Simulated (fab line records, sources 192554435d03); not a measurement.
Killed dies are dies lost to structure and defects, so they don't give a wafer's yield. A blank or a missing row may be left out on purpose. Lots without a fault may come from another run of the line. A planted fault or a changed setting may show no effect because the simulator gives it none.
fab line records | flow n5_finfet
record lots=24 wafers=72 last_day=17
route steps=1938 shown BEOL_M9@1414 BEOL_M10@1474
lots that met no fault: from a run of the same line without faults
start_h: hours from the record's first day to the start of the lot's first wafer shown | wait_h: hours since the lot's step before | " the same as in the row above | L1.1+2: a row that stands for several wafers | - no value, or no start given | * or withheld: withheld | < > ~ a bound
route shown NAME@n: a module of which the file shows steps, and the number in the route of the first | usual: mean/standard deviation of fault-free wafers | same: alike in all rows | chamber/n: place in a boat | sites: the reading at each site | _std_site: their standard deviation | _edge_site: outer sites' mean less inner sites' | radius_mm: how far each site lies from the wafer's centre | mask NAME#n: copy n | behind: the tool/chamber that last shaped the wafer | hold: why the lot was held/for how many hours/how that ended | device: the transistor (n, p or np) that didn't switch | end of line: the same wafers' tests at the end of the route | a step without rows: its recipe alone | killed: dies lost to structure and defects at the first sort, not the wafer's yield | map: a wafer's dies, x killed, . not, _ none there
set.NAME: the setting as run; set.NAME@STEP: as run at that earlier step | model.NAME: the simulator's own value behind a step, which no gauge read
steps of the route over a sample of lots; a table a step, a row a wafer
services: from which hour (start_h, from the record's first day; less than 0 if before it) a tool's chamber was out of use, for how many hours, and why
## steps
# step N5_BEOL_M9_CD_MEAS_11
# recipe target_cd_nm=64.1 landing_energy_ev=500 detector=se_inlens polarity=opening
# usual cd_nm=64.0/0.7
# columns lot.wafer tool chamber start_h wait_h cd_nm
L074.1 cd_sem-01 0 198.29 - 64.1
L074.4 " 0 " " 63.7
L074.6 " 0 " " 63.6
L075.1 cd_sem-02 0 208.50 - 65.2
L075.2 " 0 " " 64.6
L075.4 " 0 " " 64.8
L078.1 cd_sem-01 0 218.13 - 64.7
L078.3 " 0 " " 65.0
L078.5 " 0 " " 64.3
L077.2 cd_sem-01 0 219.59 - 64.2
L077.3 " 0 " " 65.4
L077.4 " 0 " " 64.0
L076.1 cd_sem-02 0 222.28 - 64.3
L076.3 " 0 " " 63.1
L076.5 " 0 " " 63.3
L079.1 cd_sem-02 0 227.05 - 63.2
L079.2 " 0 " " 63.4
L079.4 " 0 " " 64.6
L080.2 cd_sem-02 0 236.64 - 64.0
L080.4 " 0 " " 63.9
L080.5 " 0 " " 64.2
L081.1 cd_sem-01 0 243.84 - 64.0
L081.5 " 0 " " 63.8
L081.6 " 0 " " 63.5
L083.2 cd_sem-02 0 245.88 - 63.3
L083.4 " 0 " " 62.4
L083.6 " 0 " " 63.3
L082.1 cd_sem-01 0 252.52 - 64.2
L082.4 " 0 " " 63.5
L082.6 " 0 " " 64.8
L084.1 cd_sem-02 0 256.93 - 64.5
L084.2 " 0 " " 65.3
L084.3 " 0 " " 64.8
L085.2 cd_sem-02 0 275.18 - 65.7
L085.3 " 0 " " 64.0
L085.6 " 0 " " 64.9
L087.1 cd_sem-01 0 281.01 - 64.0
L087.2 " 0 " " 63.7
L087.5 " 0 " " 63.8
L086.3 cd_sem-01 0 281.22 - 63.3
L086.4 " 0 " " 63.3
L086.6 " 0 " " 63.1
L088.3 cd_sem-01 0 285.43 - 63.9
L088.4 " 0 " " 65.1
L088.6 " 0 " " 64.5
L089.1 cd_sem-01 0 285.60 - 63.9
L089.3 " 0 " " 63.2
L089.4 " 0 " " 63.3
L090.2 cd_sem-03 0 303.54 - 63.2
L090.5 " 0 " " 64.1
L090.6 " 0 " " 65.0
L091.1 cd_sem-02 0 318.81 - 64.1
L091.4 " 0 " " 65.2
L091.5 " 0 " " 64.0
L092.1 cd_sem-02 0 320.11 - 64.3
L092.2 " 0 " " 64.4
L092.5 " 0 " " 63.7
L093.1 cd_sem-02 0 321.54 - 63.5
L093.3 " 0 " " 64.5
L093.4 " 0 " " 64.0
L095.1 cd_sem-01 0 332.72 - 64.6
L095.2 " 0 " " 64.2
L095.3 " 0 " " 64.1
L094.2 cd_sem-03 0 335.97 - 64.7
L094.3 " 0 " " 63.6
L094.6 " 0 " " 65.2
L096.1 cd_sem-03 0 340.20 - 63.4
L096.4 " 0 " " 62.7
L096.5 " 0 " " 62.6
L097.2 cd_sem-01 0 350.59 - 63.9
L097.4 " 0 " " 63.6
L097.5 " 0 " " 62.9
# step N5_BEOL_M9_STRIP_67
# recipe chemistry=CF4 resist=SiARC power_w=300 bias_power_w=75 pressure_mtorr=50 cf4_flow_sccm=150 rf_frequency_hz=6e+07
# usual drypump_motor_current_A=5.85/0.22 oes_product_au=0.79/0.085 rf_vpp_V=271.1/1.9 showerhead_plenum_p_Torr=1.79/0.069 throttle_valve_pct=13.64/0.27
# columns lot.wafer tool chamber start_h wait_h drypump_motor_current_A oes_product_au rf_hours_counter_h rf_vpp_V showerhead_plenum_p_Torr throttle_valve_pct
L074.1 rie_diel-03 0 198.61 0.0 6.25 0.72 185 270.8 1.78 13.86
L074.4 " 2 " " 5.74 0.76 160 274.2 1.86 13.73
L074.6 " 0 " " 6.26 0.72 - 269.8 1.78 13.86
L075.1 rie_diel-04 1 208.82 0.0 5.99 0.84 87 270.5 1.74 13.30
L075.2 " 2 " " 5.62 0.91 6 274.9 1.91 13.21
L075.4 " 0 " " 5.63 0.72 195 269.6 1.72 13.71
L078.1 rie_diel-05 0 218.62 0.0 5.81 0.68 238 269.6 1.77 14.06
L078.3 " 2 " " 5.80 0.85 68 272.3 1.89 13.60
L078.5 " 0 " " 5.80 0.68 - 272.9 1.77 14.06
L077.2 rie_diel-05 0 219.91 0.0 5.81 0.69 239 271.0 1.77 14.06
L077.3 " 2 " " 5.82 0.85 69 274.2 1.89 13.61
L077.4 " 3 " " 5.99 0.73 - 268.4 1.71 13.75
L076.1 rie_diel-03 1 222.60 0.0 5.59 0.74 187 268.0 1.73 13.82
L076.3 " 3 " " 5.78 0.94 8 273.6 1.89 13.13
L076.5 " 3 " " 5.80 0.95 - 273.1 1.89 13.16
L079.1 rie_diel-05 3 227.37 0.0 5.99 0.74 167 269.3 1.71 13.76
L079.2 " 2 " " 5.81 0.85 72 274.1 1.89 13.60
L079.4 " 0 " " 5.81 0.68 - 270.3 1.77 14.07
L080.2 rie_diel-04 0 237.12 0.0 5.56 0.71 203 268.8 1.72 13.74
L080.4 " 3 " " 6.19 0.74 191 268.9 1.79 13.91
L080.5 " 0 " " 5.53 0.72 - 269.9 1.72 13.74
L081.1 rie_diel-03 2 244.16 0.0 5.74 0.74 174 273.7 1.86 13.78
L081.5 " 1 " " 5.56 0.74 - 269.7 1.73 13.84
L081.6 " 2 " " 5.75 0.75 - 272.7 1.86 13.74
L083.2 rie_diel-04 3 246.43 0.0 6.21 0.73 194 270.9 1.79 13.93
L083.4 " 0 " " 5.56 0.71 206 267.7 1.72 13.74
L083.6 " 0 " " 5.54 0.72 - 269.1 1.72 13.75
L082.1 rie_diel-05 2 252.84 0.0 5.80 0.83 82 272.1 1.88 13.64
L082.4 " 3 " " 6.00 0.72 - 268.3 1.71 13.78
L082.6 " 2 " " 5.80 0.83 - 273.1 1.88 13.63
L084.1 rie_diel-03 3 257.25 0.0 5.79 0.92 20 272.7 1.89 13.18
L084.2 " 2 " " 5.70 0.74 178 273.3 1.86 13.77
L084.3 " 0 " " 6.29 0.71 204 270.7 1.77 13.91
L085.2 rie_diel-05 3 275.49 0.0 5.99 0.72 183 269.7 1.71 13.83
L085.3 " 0 " " 5.79 0.95 4 270.9 1.77 13.51
L085.6 " 1 " " 5.66 0.93 - 270.4 1.77 13.22
L087.1 rie_diel-03 2 282.12 0.0 5.70 0.73 187 272.8 1.85 13.82
L087.2 " 3 " " 5.81 0.89 28 273.7 1.89 13.20
L087.5 " 2 " " 5.71 0.73 - 271.2 1.85 13.81
L086.3 rie_diel-05 2 282.20 0.0 5.80 0.82 91 273.4 1.88 13.66
L086.4 " 3 " " 6.01 0.72 185 268.0 1.71 13.81
L086.6 " 3 " " 6.00 0.72 - 268.4 1.70 13.81
L088.3 rie_diel-05 2 285.94 0.0 5.80 0.82 93 273.5 1.88 13.64
L088.4 " 3 " " 5.97 0.73 186 271.2 1.70 13.81
L088.6 " 2 " " 5.80 0.82 - 272.8 1.88 13.65
L089.1 rie_diel-04 2 286.24 0.0 5.58 0.86 30 273.1 1.90 13.25
L089.3 " 0 " " 5.55 0.71 213 268.6 1.72 13.76
L089.4 " 2 " " 5.60 0.87 - 272.7 1.90 13.26
L090.2 rie_diel-03 2 303.86 0.0 5.71 0.72 193 274.0 1.85 13.81
L090.5 " 0 " " 6.26 0.69 - 271.6 1.77 13.95
L090.6 " 3 " " 5.79 0.89 - 275.2 1.88 13.22
L091.1 rie_diel-05 2 319.13 0.0 5.82 0.81 99 273.1 1.88 13.68
L091.4 " 1 " " 5.65 0.91 24 269.0 1.77 13.21
L091.5 " 2 " " 5.82 0.81 - 275.4 1.88 13.66
L092.1 rie_diel-05 3 321.20 0.0 5.99 0.71 194 267.9 1.70 13.83
L092.2 " 2 " " 5.80 0.81 100 273.6 1.88 13.67
L092.5 " 2 " " 5.80 0.82 - 272.4 1.88 13.67
L093.1 rie_diel-05 3 321.87 0.0 6.00 0.71 194 268.1 1.70 13.84
L093.3 " 1 " " 5.66 0.91 25 270.4 1.77 13.22
L093.4 " 0 " " 5.80 0.90 15 268.3 1.76 13.54
L095.1 rie_diel-03 1 333.03 0.0 5.56 0.72 220 269.5 1.72 13.89
L095.2 " 3 " " 5.79 0.88 44 273.1 1.88 13.24
L095.3 " 0 " " 6.30 0.70 229 270.9 1.77 13.95
L094.2 rie_diel-04 3 336.48 0.0 6.23 0.71 223 270.5 1.78 13.98
L094.3 " 2 " " 5.64 0.84 45 272.6 1.90 13.26
L094.6 " 2 " " 5.62 0.84 - 274.2 1.89 13.28
L096.1 rie_diel-05 1 341.01 0.0 5.67 0.91 30 270.7 1.76 13.25
L096.4 " 3 " " 6.01 0.71 199 270.6 1.70 13.86
L096.5 " 3 " " 6.01 0.71 - 269.3 1.70 13.85
L097.2 rie_diel-04 3 350.93 0.0 6.21 0.71 228 271.3 1.78 13.99
L097.4 " 3 " " 6.21 0.70 - 270.8 1.78 14.00
L097.5 " 2 " " 5.62 0.84 - 273.7 1.89 13.29
# step N5_BEOL_M9_HM_OPEN_17
# recipe chemistry=Cl2/BCl3 target_depth_a=200 overetch_a=60 target=TiN mask_material=SOC ion_energy_ev=150 pressure_mtorr=10 icp_w=1000 bias_w=126 Cl2_flow_sccm=53.25 bcl3_flow_sccm=21.75 Ar_flow_sccm=25
# usual bias_w=126.0/0.34 drypump_motor_current_A=5.3/0.43 mfc_cl2_sccm=53.27/0.15 oes_product_au=0.66/0.09 throttle_valve_pct=22.20/0.22
# columns lot.wafer tool chamber start_h wait_h bias_w drypump_motor_current_A mfc_cl2_sccm oes_product_au rf_hours_counter_h throttle_valve_pct
L074.1 rie_metal-02 0 198.65 0.0 126.3 5.4 53.23 0.56 101 22.51
L074.4 " 0 " " 125.7 5.4 53.21 0.56 - 22.51
L074.6 " 0 " " 125.4 5.4 53.17 0.56 - 22.52
L075.1 rie_metal-02 0 208.86 0.0 126.3 5.4 53.23 0.55 103 22.55
L075.2 " 1 " " 126.1 5.5 53.13 0.53 114 22.27
L075.4 " 0 " " 126.3 5.4 53.28 0.56 - 22.51
L078.1 rie_metal-02 0 218.66 0.0 125.8 5.4 52.88 0.55 104 22.55
L078.3 " 0 " " 126.0 5.4 53.29 0.55 - 22.53
L078.5 " 0 " " 126.2 5.3 53.13 0.55 - 22.54
L077.2 rie_metal-01 0 219.95 0.0 126.3 5.9 53.13 0.68 28 22.34
L077.3 " 1 " " 126.0 5.1 53.40 0.73 - 22.18
L077.4 " 0 " " 126.8 5.9 53.33 0.68 - 22.33
L076.1 rie_metal-02 1 222.64 0.0 126.0 5.6 53.58 0.53 115 22.26
L076.3 " 1 " " 126.4 5.6 53.44 0.54 - 22.27
L076.5 " 1 " " 125.9 5.6 53.39 0.53 - 22.27
L079.1 rie_metal-02 1 227.41 0.0 125.4 5.6 53.42 0.53 116 22.27
L079.2 " 1 " " 125.3 5.6 53.36 0.53 - 22.26
L079.4 " 1 " " 125.8 5.6 53.26 0.53 - 22.27
L080.2 rie_metal-03 0 237.16 0.0 126.3 6.4 53.34 0.73 15 21.65
L080.4 " 1 " " 126.3 4.8 53.24 0.71 - 21.97
L080.5 " 0 " " 126.9 6.4 53.25 0.73 - 21.64
L081.1 rie_metal-01 0 244.20 0.0 125.4 5.9 53.07 0.67 31 22.35
L081.5 " 0 " " 125.4 5.9 53.10 0.67 - 22.37
L081.6 " 1 " " 126.0 5.1 53.27 0.73 - 22.18
L083.2 rie_metal-03 1 246.47 0.0 126.2 4.9 52.77 0.71 22 21.98
L083.4 " 0 " " 125.7 6.4 53.23 0.72 - 21.68
L083.6 " 0 " " 126.0 6.4 53.26 0.71 - 21.66
L082.1 rie_metal-02 1 252.88 0.0 126.0 5.6 53.38 0.53 118 22.28
L082.4 " 0 " " 126.1 5.4 53.27 0.55 - 22.56
L082.6 " 0 " " 125.8 5.4 53.38 0.55 - 22.54
L084.1 rie_metal-01 1 257.29 0.0 126.4 5.1 53.11 0.71 19 22.19
L084.2 " 0 " " 126.6 5.9 53.29 0.67 32 22.33
L084.3 " 1 " " 126.0 5.1 53.15 0.73 - 22.20
L085.2 rie_metal-03 1 275.57 0.1 125.8 4.8 53.38 0.71 - 21.97
L085.3 " 1 " " 126.1 4.8 53.48 0.71 - 21.96
L085.6 " 1 " " 126.0 4.8 53.14 0.70 - 21.96
L087.1 rie_metal-03 1 282.16 0.0 126.4 4.8 53.35 0.70 25 21.98
L087.2 " 1 " " 126.4 4.8 53.46 0.71 - 21.99
L087.5 " 1 " " 126.1 4.8 53.44 0.70 - 21.99
L086.3 rie_metal-03 1 282.40 0.2 125.8 4.9 53.40 0.71 - 21.95
L086.4 " 1 " " 126.0 4.9 53.21 0.72 - 21.97
L086.6 " 1 " " 126.1 4.9 53.37 0.72 - 21.97
L088.3 rie_metal-02 0 286.04 0.1 125.9 5.4 53.23 0.55 - 22.54
L088.4 " 0 " " 125.5 5.4 53.25 0.54 - 22.56
L088.6 " 0 " " 125.4 5.4 53.25 0.54 - 22.56
L089.1 rie_metal-02 0 286.28 0.0 125.4 5.4 53.39 0.53 109 22.57
L089.3 " 0 " " 125.6 5.4 53.19 0.54 - 22.56
L089.4 " 0 " " 125.8 5.4 53.24 0.54 - 22.56
L090.2 rie_metal-03 1 303.93 0.1 125.6 4.8 53.36 0.70 - 21.95
L090.5 " 1 " " 126.1 4.8 53.44 0.70 - 22.00
L090.6 " 1 " " 125.8 4.8 53.19 0.70 - 21.97
L091.1 rie_metal-03 1 319.18 0.0 126.4 4.8 53.54 0.70 31 21.98
L091.4 " 1 " " 126.4 4.8 53.24 0.70 - 21.96
L091.5 " 1 " " 125.8 4.8 53.49 0.69 - 21.98
L092.1 rie_metal-01 0 321.25 0.0 125.7 5.9 53.22 0.65 39 22.36
L092.2 " 1 " " 125.8 5.1 53.51 0.70 24 22.22
L092.5 " 1 " " 126.1 5.1 53.38 0.70 - 22.22
L093.1 rie_metal-02 1 321.92 0.0 126.2 5.6 52.95 0.82 1 22.17
L093.3 " 1 " " 126.5 5.6 52.98 0.82 - 22.18
L093.4 " 1 " " 126.1 5.6 53.24 0.82 - 22.18
L095.1 rie_metal-03 1 333.08 0.0 125.6 4.8 53.18 0.70 31 21.98
L095.2 " 1 " " 125.9 4.8 53.14 0.69 - 21.98
L095.3 " 1 " " 125.7 4.8 53.33 0.69 - 21.98
L094.2 rie_metal-02 1 336.57 0.1 126.6 5.6 53.26 0.81 - 22.17
L094.3 " 1 " " 126.6 5.6 53.21 0.81 - 22.17
L094.6 " 1 " " 126.3 5.6 53.15 0.83 - 22.16
L096.1 rie_metal-01 0 341.05 0.0 125.9 5.9 53.19 0.65 41 22.35
L096.4 " 1 " " 126.0 5.1 53.24 0.70 - 22.22
L096.5 " 0 " " 126.0 5.9 53.22 0.65 - 22.36
L097.2 rie_metal-01 0 350.97 0.0 126.1 5.9 53.20 0.64 43 22.37
L097.4 " 1 " " 125.4 5.1 52.91 0.70 - 22.20
L097.5 " 0 " " 126.0 5.9 53.43 0.65 - 22.35
# step N5_BEOL_M9_ALD_74
# recipe material=TaN target_thk_a=20 temp_c=275 ald_precursor_family=PDMAT ald_co_reactant=NH3 pressure_torr=3 carrier_flow_sccm=1500 pulse_time_s=2 purge_time_s=3 co_reactant_purge_time_s=2 co_reactant_pulse_time_s=3 ald_cycles=40 precursor_vessel_temp_c=75 precursor_vessel_pressure_torr=26.25 precursor_vessel_carrier_sccm=1000
# usual heater_power_w=388/23 precursor_vessel_pressure_torr=26.25/0.055
# columns lot.wafer tool chamber start_h wait_h heater_power_w precursor_vessel_pressure_torr
L074.1 ald_metal-01 1 201.47 0.0 320 26.35
L074.4 " 2 " " 413 26.19
L074.6 " 3 " " 406 26.34
L075.1 ald_metal-04 3 210.84 0.0 364 26.21
L075.2 " 2 " " 411 26.22
L075.4 " 1 " " 376 26.32
L078.1 ald_metal-01 2 221.64 0.0 406 26.26
L078.3 " 3 " " 399 26.19
L078.5 " 3 " " 389 26.30
L077.2 ald_metal-04 2 223.52 0.0 419 26.26
L077.3 " 0 " " 392 26.28
L077.4 " 1 " " 371 26.19
L076.1 ald_metal-02 3 226.83 0.0 377 26.22
L076.3 " 1 " " 410 26.25
L076.5 " 2 " " 384 26.26
L079.1 ald_metal-04 3 230.07 0.1 378 26.32
L079.2 " 0 " " 391 26.27
L079.4 " 1 " " 369 26.28
L080.2 ald_metal-01 3 240.08 0.0 392 26.21
L080.4 " 2 " " 402 26.31
L080.5 " 2 " " 418 26.24
L081.1 ald_metal-04 1 246.94 0.1 379 26.37
L081.5 " 0 " " 381 26.20
L081.6 " 1 " " 381 26.26
L083.2 ald_metal-04 0 248.50 0.1 393 26.23
L083.4 " 1 " " 376 26.18
L083.6 " 0 " " 398 26.26
L082.1 ald_metal-04 0 256.09 0.0 390 26.30
L082.4 " 1 " " 376 26.25
L082.6 " 0 " " 391 26.24
L084.1 ald_metal-01 3 261.01 0.1 389 26.21
L084.2 " 2 " " 411 26.20
L084.3 " 0 " " 405 26.25
L085.2 ald_metal-04 3 278.41 0.3 383 26.20
L085.3 " 1 " " 378 26.22
L085.6 " 2 " " 419 26.27
L087.1 ald_metal-04 0 287.61 0.2 395 26.32
L087.2 " 2 " " 425 26.25
L087.5 " 0 " " 389 26.41
L086.3 ald_metal-04 0 287.91 0.1 382 26.26
L086.4 " 1 " " 370 26.18
L086.6 " 3 " " 377 26.15
L088.3 ald_metal-01 0 288.12 0.0 401 26.26
L088.4 " 3 " " 386 26.24
L088.6 " 0 " " 400 26.29
L089.1 ald_metal-04 0 290.20 0.0 386 26.25
L089.3 " 2 " " 416 26.30
L089.4 " 3 " " 378 26.29
L090.2 ald_metal-02 3 311.24 0.2 377 26.26
L090.5 " 1 " " 402 26.22
L090.6 " 0 " " 391 26.32
L091.1 ald_metal-02 1 321.85 0.0 405 26.21
L091.4 " 3 " " 379 26.29
L091.5 " 1 " " 417 26.23
L093.1 ald_metal-01 3 329.08 0.0 391 26.25
L093.3 " 0 " " 412 26.29
L093.4 " 2 " " 414 26.28
L092.1 ald_metal-04 2 332.50 0.0 402 26.22
L092.2 " 3 " " 373 26.36
L092.5 " 1 " " 373 26.26
L095.1 ald_metal-01 3 335.81 0.0 389 26.28
L095.2 " 1 " " 315 26.21
L095.3 " 2 " " 408 26.12
L094.2 ald_metal-02 1 339.99 0.0 404 26.24
L094.3 " 3 " " 382 26.20
L094.6 " 0 " " 388 26.28
L096.1 ald_metal-01 2 343.89 0.0 410 26.29
L096.4 " 1 " " 317 26.20
L096.5 " 0 " " 401 26.27
L097.2 ald_metal-04 1 353.07 0.1 366 26.18
L097.4 " 0 " " 385 26.15
L097.5 " 1 " " 371 26.26
# step N5_BEOL_M10_HM_DEP_02
# recipe material=TiN target_thk_a=200 temp_c=25 chamber_pressure_pa=0.49996
# usual throttle_valve_pct=30.0/0.7
# columns lot.wafer tool chamber start_h wait_h throttle_valve_pct
L074.1 pvd_sputter-01 - 204.34 0.6 30.7
L074.4 " - " " 30.2
L074.6 " - " " 30.0
L075.1 pvd_sputter-01 - 213.97 0.8 30.3
L075.2 " - " " 30.2
L075.4 " - " " 30.1
L078.1 pvd_sputter-01 - 226.16 2.2 30.2
L078.3 " - " " 29.7
L078.5 " - " " 30.3
L077.2 pvd_sputter-02 - 226.95 1.2 31.1
L077.3 " - " " 30.5
L077.4 " - " " 28.9
L076.1 pvd_sputter-03 - 230.15 0.9 29.7
L076.3 " - " " 29.3
L076.5 " - " " 29.6
L079.1 pvd_sputter-02 - 232.27 0.0 31.4
L079.2 " - " " 29.2
L079.4 " - " " 30.5
L080.2 pvd_sputter-02 - 243.02 0.3 31.0
L080.4 " - " " 30.7
L080.5 " - " " 29.3
L081.1 pvd_sputter-02 - 249.28 0.1 30.5
L081.5 " - " " 31.3
L081.6 " - " " 29.1
L083.2 pvd_sputter-03 - 252.25 0.7 29.7
L083.4 " - " " 30.3
L083.6 " - " " 29.3
L082.1 pvd_sputter-03 - 260.60 2.0 29.3
L082.4 " - " " 31.0
L082.6 " - " " 31.0
L084.1 pvd_sputter-02 - 264.23 0.6 29.1
L084.2 " - " " 30.5
L084.3 " - " " 29.3
L085.2 pvd_sputter-03 - 282.77 0.3 31.1
L085.3 " - " " 29.6
L085.6 " - " " 29.1
L087.1 pvd_sputter-03 - 293.35 1.6 30.2
L087.2 " - " " 29.7
L087.5 " - " " 30.7
L086.3 pvd_sputter-01 - 293.51 1.3 30.4
L086.4 " - " " 29.7
L086.6 " - " " 29.6
L088.3 pvd_sputter-03 - 294.19 1.6 30.2
L088.4 " - " " 30.8
L088.6 " - " " 29.0
L089.1 pvd_sputter-03 - 294.29 1.6 30.2
L089.3 " - " " 29.2
L089.4 " - " " 29.8
L090.2 pvd_sputter-03 - 314.75 0.3 29.6
L090.5 " - " " 29.3
L090.6 " - " " 29.5
L091.1 pvd_sputter-01 - 328.66 0.0 29.9
L091.4 " - " " 30.3
L091.5 " - " " 30.3
L093.1 pvd_sputter-02 - 332.45 1.2 29.0
L093.3 " - " " 29.0
L093.4 " - " " 30.7
L092.1 pvd_sputter-01 - 335.90 0.4 30.5
L092.2 " - " " 30.0
L092.5 " - " " 29.9
L095.1 pvd_sputter-02 - 339.43 0.9 29.1
L095.2 " - " " 30.6
L095.3 " - " " 29.0
L094.2 pvd_sputter-02 - 342.99 0.8 30.8
L094.3 " - " " 29.2
L094.6 " - " " 29.1
L096.1 pvd_sputter-02 - 347.26 0.2 30.5
L096.4 " - " " 29.3
L096.5 " - " " 29.1
L097.2 pvd_sputter-02 - 356.25 0.7 29.5
L097.4 " - " " 31.0
L097.5 " - " " 29.1
# step N5_BEOL_M10_CD_MEAS_18
# recipe pitch_nm=140 target_cd_nm=70
# usual cd_nm=70.3/0.55
# columns lot.wafer tool chamber start_h wait_h cd_nm
L074.1 cd_sem-02 - 205.36 0.0 69.9
L074.4 " - " " 70.5
L074.6 " - " " 70.2
L075.1 cd_sem-01 - 215.02 0.0 70.9
L075.2 " - " " 71.1
L075.4 " - " " 70.2
L078.1 cd_sem-01 - 228.77 0.0 69.7
L078.3 " - " " 69.9
L078.5 " - " " 70.3
L077.2 cd_sem-02 - 230.00 0.1 70.4
L077.3 " - " " 70.3
L077.4 " - " " 70.0
L076.1 cd_sem-02 - 233.07 0.0 70.0
L076.3 " - " " 70.7
L076.5 " - " " 71.3
L079.1 cd_sem-02 - 234.63 0.1 70.5
L079.2 " - " " 70.5
L079.4 " - " " 70.2
L080.2 cd_sem-01 - 244.07 0.1 70.6
L080.4 " - " " 70.7
L080.5 " - " " 71.3
L081.1 cd_sem-02 - 251.32 0.0 70.4
L081.5 " - " " 70.4
L081.6 " - " " 70.6
L083.2 cd_sem-01 - 253.29 0.1 70.7
L083.4 " - " " 70.1
L083.6 " - " " 70.2
L082.1 cd_sem-02 - 261.57 0.0 70.5
L082.4 " - " " 70.9
L082.6 " - " " 71.1
L084.1 cd_sem-01 - 265.45 0.0 70.3
L084.2 " - " " 70.1
L084.3 " - " " 70.5
L085.2 cd_sem-01 - 283.68 0.1 69.8
L085.3 " - " " 70.3
L085.6 " - " " 70.4
L087.1 cd_sem-02 - 294.37 0.0 70.1
L087.2 " - " " 70.0
L087.5 " - " " 70.2
L086.3 cd_sem-02 - 294.64 0.1 69.6
L086.4 " - " " 70.6
L086.6 " - " " 69.7
L088.3 cd_sem-01 - 295.32 0.1 70.5
L088.4 " - " " 70.4
L088.6 " - " " 70.5
L089.1 cd_sem-01 - 295.42 0.0 71.9
L089.3 " - " " 72.4
L089.4 " - " " 71.7
L090.2 cd_sem-01 - 316.33 0.1 70.4
L090.5 " - " " 70.6
L090.6 " - " " 70.0
L091.1 cd_sem-02 - 329.84 0.0 70.5
L091.4 " - " " 70.2
L091.5 " - " " 71.0
L093.1 cd_sem-01 - 333.52 0.0 70.9
L093.3 " - " " 71.1
L093.4 " - " " 70.1
L092.1 cd_sem-02 - 337.13 0.0 70.5
L092.2 " - " " 70.5
L092.5 " - " " 70.9
L095.1 cd_sem-02 - 340.56 0.0 70.0
L095.2 " - " " 70.4
L095.3 " - " " 69.8
L094.2 cd_sem-03 - 344.33 0.1 70.2
L094.3 " - " " 70.1
L094.6 " - " " 69.7
L096.1 cd_sem-03 - 348.38 0.0 70.8
L096.4 " - " " 71.0
L096.5 " - " " 69.9
L097.2 cd_sem-02 - 357.21 0.1 70.7
L097.4 " - " " 69.6
L097.5 " - " " 69.8
## services
# columns tool chamber start_h hours kind
rie_metal-01 1 176.03 10.8 repair
rie_metal-03 0 196.89 10.6 repair
ald_metal-04 2 203.07 3.3 repair
ald_metal-01 - 212.84 6.0 pm
rie_metal-02 0 221.71 10.9 repair
rie_diel-04 - 234.11 1.7 repair
rie_diel-04 0 248.92 19.3 repair
rie_diel-05 - 261.73 0.6 repair
rie_diel-05 - 266.08 0.8 repair
rie_metal-01 1 271.26 6.8 repair
rie_metal-03 0 273.61 97.5 repair
rie_diel-04 1 276.61 5.4 repair
rie_diel-04 - 281.45 0.4 repair
rie_diel-04 1 283.72 16.7 repair
pvd_sputter-02 - 288.44 40.3 repair
rie_diel-05 1 290.76 9.6 repair
rie_diel-03 1 318.53 5.0 repair
rie_diel-04 0 325.47 51.5 repair
rie_diel-04 - 336.74 2.8 pm
ald_metal-04 - 337.25 14.0 pm
ald_metal-04 0 337.25 14.0 vent_cycle
ald_metal-04 1 337.25 14.0 vent_cycle
rie_diel-05 0 345.20 7.0 repair
ald_metal-01 - 345.33 14.6 pm
## key
fault none
